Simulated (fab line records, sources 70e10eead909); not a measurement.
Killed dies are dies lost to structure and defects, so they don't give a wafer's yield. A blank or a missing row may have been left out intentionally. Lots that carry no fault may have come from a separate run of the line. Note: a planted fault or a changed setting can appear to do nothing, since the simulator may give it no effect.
A single fault, viewed from 2 desks -- flow nand_harc -- every desk sees just its own numbers, and what lay behind them comes last

FOR THE TOOL OWNER'S DESK: rie_metal-01
The tool's own readings at NHARC_THIN_TSV_ETCH_59 (etches the open film in Cl2/BCl3, target depth 880 nm, time 138.1 s): means of the sampled wafers that have a number, for each lot that ran on this tool. If a lot's mean is further than 4 standard deviations from the usual mean, the lot is out of limits and carries the mark OUT (the distance appears in the brackets).
Columns: A = bias_w at NHARC_THIN_TSV_ETCH_59, usual 100.0 W; B = drypump_motor_current_A at NHARC_THIN_TSV_ETCH_59, usual 5.7 A; C = oes_product_au at NHARC_THIN_TSV_ETCH_59, usual 1.009 a.u.; D = throttle_valve_pct at NHARC_THIN_TSV_ETCH_59, usual 22.265 %
lot,first seen here,A,B,C,D
L875,day 19 20:38,99.7,6.0,1.022,22.246
L877,day 19 22:43,100.3,6.3,1.009,22.266
L884,day 21 15:21,99.9,6.3,1.267 (+26) OUT,22.263
L886,day 21 22:32,100.3,6.2,1.281 (+27) OUT,22.259
This desk finds L884, L886 out of limits, L884 being first, at day 21 15:21 (oes_product_au at NHARC_THIN_TSV_ETCH_59). In limits: L875, L877.

THE METROLOGY DESK
Lot by lot, what the gauges showed, no matter which tool ran the lot: averages of those sampled wafers that carry a number. If a lot's mean is further than 4 standard deviations from the usual mean, the lot is out of limits and carries the mark OUT (the distance appears in the brackets).
Columns: A = cd_nm at NHARC_A_BONDPAD_CD_MEAS_09, usual 498.6 nm; B = cd_nm at NHARC_THIN_TSV_CD_MEAS_37, usual 5001 nm
lot,first seen here,A,B
L875,day 18 14:27,497.3,5000
L877,day 18 23:46,497.6,5000
L879,day 19 05:56,499.2,5001
L882,day 19 22:07,497.1,4998
L884,day 20 14:33,497.4,4988 (-4.4) OUT
L887,day 20 22:35,498.7,5004
L886,day 20 23:16,497.6,4993
L888,day 21 01:58,501.1,5002
L897,day 22 22:04,496.7,5000
L896,day 23 04:37,495.3,5004
L898,day 23 20:07,497.4,5001
This desk finds L884 out of limits, L884 being first, at day 21 16:31 (cd_nm at NHARC_THIN_TSV_CD_MEAS_37). In limits: L875, L877, L879, L882, L887, L886, L888, L897, L896, L898.

ALL TOGETHER
On L884, L886, at day 21 15:21, an alarm was possible from the tool owner's desk.
At day 21 16:31 the metrology desk could have sounded an alarm, on L884.
The metrology desk holds a record of L886, inside its limits.
Of the lots named, all ran NHARC_THIN_TSV_ETCH_59 on rie_metal-01.

WHAT WAS PUT IN BY THE SIMULATOR
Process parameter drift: rie_metal-01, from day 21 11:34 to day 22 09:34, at NHARC_THIN_TSV_ETCH_59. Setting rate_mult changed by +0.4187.
Shown lots that were struck: L884, L886.
Delay (hours) between the fault's onset and each desk's first out-of-limits reading: 4 at the tool owner's desk, 5 at the metrology desk.
